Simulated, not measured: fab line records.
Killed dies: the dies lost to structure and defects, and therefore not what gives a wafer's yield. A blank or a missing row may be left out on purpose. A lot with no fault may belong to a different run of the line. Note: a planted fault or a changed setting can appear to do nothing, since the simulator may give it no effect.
Problem report in the 8D (eight disciplines) form, filled by code | flow nandHarc | the parts of the form that need people (team, actions taken, sign-off) are left out

## 1. WHAT WENT WRONG
runLengthS at NHARC_A_WL_FILL_ETCHBACK_26 reads a mean of 31.2 s on 3 wafers of 3 lots; wafers without a fault read 34.4 s with a standard deviation of 0.38. That puts it -8.5 standard deviations away from the usual mean.
The step: etches the open film in HBr, target depth 52 nm, time 13.3 s.
First observed at day 19 14:57: wafer L782.2, on rieSi-06. The record holds 36 wafers of 13 lots with a number at this step. Rule for "out" (also "out of limits"): further than 4 standard deviations from the usual mean. Any other wafer with a number is counted as sound.

## 2. WHAT THIS IS AND IS NOT
question                    | is                     | is not
which readings at this step | runLengthS             | drypumpMotorCurrentA, oesProductAu, throttleValvePct
which lots                  | L782, L784, L786       | L769, L770, L771, L773, L776, L778, L779, L780, L783, L787
which wafers of those lots  | L782.2, L784.2, L786.2 | L782.1, L784.6, L786.6
read on which tools         | rieSi-06               | rieSi-01, rieSi-05
when                        | from day 19 14:57      | up to then (28 sound wafers); but 5 sound wafers of L784, L786, L787 came after

## 3. WHAT RULES OUT EACH SUSPECT
Counting: if a tool at a process step up to the reading ran every lot that is out, it stays a suspect. Sound lots after the first of them don't rule it out here, since some wafers of a struck lot are sound.
- rieSi-06 at NHARC_A_WL_FILL_ETCHBACK_26 (etches the open film in HBr, target depth 52 nm, time 13.3 s): kept. Every lot that is out went through it, the first being L782 (day 19 14:57); the last sound lot it ran before that was L783 (day 19 09:14). Out on those wafers are its own readings of runLengthS.
After counting, what remains is rieSi-06 at NHARC_A_WL_FILL_ETCHBACK_26.

## 4. THE CAUSE (what the simulator had put in)
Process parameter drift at NHARC_A_WL_FILL_ETCHBACK_26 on rieSi-06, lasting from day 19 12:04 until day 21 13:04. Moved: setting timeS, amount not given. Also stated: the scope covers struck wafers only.
After counting, this tool was the only one left.

## 5. THE EFFECT CHAIN, in route order
Rows list readings where the struck wafers' mean (over those with a number) sits beyond 3 standard deviations from the usual. Only readings for which the record gives a usual standard deviation are gone through. hours: the time from each lot's start at the first step in this table that gives one to its start at this step, as a median over the lots. sigmas: the change in usual standard deviations.
hours | step                        | reading    | usual  | on struck wafers | change | sigmas
0     | NHARC_A_WL_FILL_ETCHBACK_26 | runLengthS | 34.4 s | 31.2             | -3.2   | -8.5
The process steps in it:
- NHARC_A_WL_FILL_ETCHBACK_26: etches the open film in HBr, target depth 52 nm, time 13.3 s.
Readings that are blank on the struck wafers while sound wafers have them: biasW at NHARC_A_WL_FILL_ETCHBACK_26.

## 6. WHAT WOULD HAVE CAUGHT IT SOONER
In this record no reading fell out of limits until day 19 14:57, 3 hours after the fault had begun at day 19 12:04.
